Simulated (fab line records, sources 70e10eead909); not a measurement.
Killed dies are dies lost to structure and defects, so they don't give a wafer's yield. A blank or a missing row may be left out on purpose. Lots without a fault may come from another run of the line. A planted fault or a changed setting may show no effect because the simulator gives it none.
Chamber matching | flow nand_harc | NHARC_A_ZERO_WELL_ETCH_13 on rie_si-01: 4 sister chambers
The step etches the open film in HBr/Cl2, target depth 120 nm, time 40.1 s. 8 wafers are shown with their chamber, then 10 later ones without.

WAFERS WITH THEIR CHAMBER
wafer  | chamber | drypump_motor_current_A (A) | oes_product_au (a.u.)
L078.6 | 0       | 5.79                        | 0.999
L082.3 | 1       | 5.93                        | 1.005
L082.4 | 3       | 5.21                        | 1.004
L083.2 | 2       | 5.58                        | 0.994
L083.5 | 1       | 5.92                        | 1.011
L083.6 | 0       | 5.79                        | 0.998
L087.3 | 2       | 5.56                        | 0.987
L087.4 | 3       | 5.20                        | 0.993

WAFERS WITHOUT THEIR CHAMBER
wafer  | drypump_motor_current_A (A) | oes_product_au (a.u.)
L087.6 | 5.80                        | 1.006
L090.2 | 5.76                        | 1.008
L090.4 | 5.22                        | 0.991
L090.5 | 5.22                        | 0.995
L093.1 | 5.60                        | 0.989
L093.3 | 5.23                        | 0.994
L093.4 | 5.76                        | 1.016
L095.4 | 5.92                        | 1.022
L095.5 | 5.20                        | 0.998
L095.6 | 5.59                        | 0.990

WHICH CHAMBER EACH WENT THROUGH
wafer  | from the rows above | in truth
L087.6 | 0                   | 0
L090.2 | 0                   | 0
L090.4 | 3                   | 3
L090.5 | 3                   | 3
L093.1 | 2                   | 2
L093.3 | 3                   | 3
L093.4 | 0                   | 0
L095.4 | 1                   | 1
L095.5 | 3                   | 3
L095.6 | 2                   | 2
Placed correctly: 10 of 10. Can't be placed from these rows: 0. Placed wrongly: 0.
How it was worked out, from the rows above alone: a wafer's distance from a chamber is the root of the sum, over the readings, of the square of ((its reading less the chamber's mean) divided by the reading's scatter). The wafer belongs to the nearest chamber; if the next one is less than 2 further off, it can't be placed. A chamber's mean is the mean of its shown wafers. The scatter: the root of (the sum of the squares of (reading less its chamber's mean) over the shown wafers, divided by (wafers less chambers)).
